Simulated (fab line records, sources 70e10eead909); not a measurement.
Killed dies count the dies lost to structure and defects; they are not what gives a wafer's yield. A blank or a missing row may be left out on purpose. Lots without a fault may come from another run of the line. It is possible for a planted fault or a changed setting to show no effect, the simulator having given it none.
Chamber matching ; flow nandHarc ; 3 sister chambers for NHARC_A_CHANNEL_HOLE_D2_DEP_01 on pecvd-02
The step deposits SiON, target thk 140 nm. 14 wafers are shown with their chamber, then 7 later ones without.

## WAFERS PAIRED WITH THEIR CHAMBERS
wafer;chamber;heaterPowerW (W);heaterPowerOuterW (W)
L560.3;0;806;533
L560.4;0;787;536
L560.5;1;736;497
L562.1;0;703;452
L562.2;1;639;455
L562.5;2;858;545
L574.2;0;835;545
L574.3;2;838;556
L574.6;0;847;568
L575.4;1;659;458
L575.5;2;823;530
L575.6;1;675;442
L577.1;0;842;554
L577.5;0;820;567

SIGNATURES (means of the wafers above)
reading;chamber 0;chamber 1;chamber 2;scatter within a chamber
heaterPowerW;805.71;677.25;839.67;43.5
heaterPowerOuterW;536.43;463.00;543.67;32.3
Rule: a wafer's distance from a chamber is the root of the sum, over the readings, of the square of ((its reading less the chamber's mean) divided by the reading's scatter). The wafer belongs to the nearest chamber; if the next one is less than 2 further off, it can't be placed. How the scatter is found: for the shown wafers, subtract from each reading the mean of its chamber, square and add these, divide the total by (wafers less chambers), then take the root.

## WAFERS WHOSE CHAMBER IS MISSING
wafer;heaterPowerW (W);heaterPowerOuterW (W)
L577.6;667;439
L580.2;785;522
L580.5;613;433
L580.6;828;522
L582.2;636;417
L582.4;800;524
L582.6;707;467

## THE CHAMBER EACH PASSED THROUGH
wafer;from the rows above;in truth
L577.6;1;1
L580.2;can't be placed: 0 or 2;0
L580.5;1;1
L580.6;can't be placed: 0 or 2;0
L582.2;1;1
L582.4;can't be placed: 0 or 2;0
L582.6;1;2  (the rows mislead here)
Correctly placed: 3 of 7. These rows do not allow placing 3 (true chamber among the candidates in 3). Wrongly placed: 1.
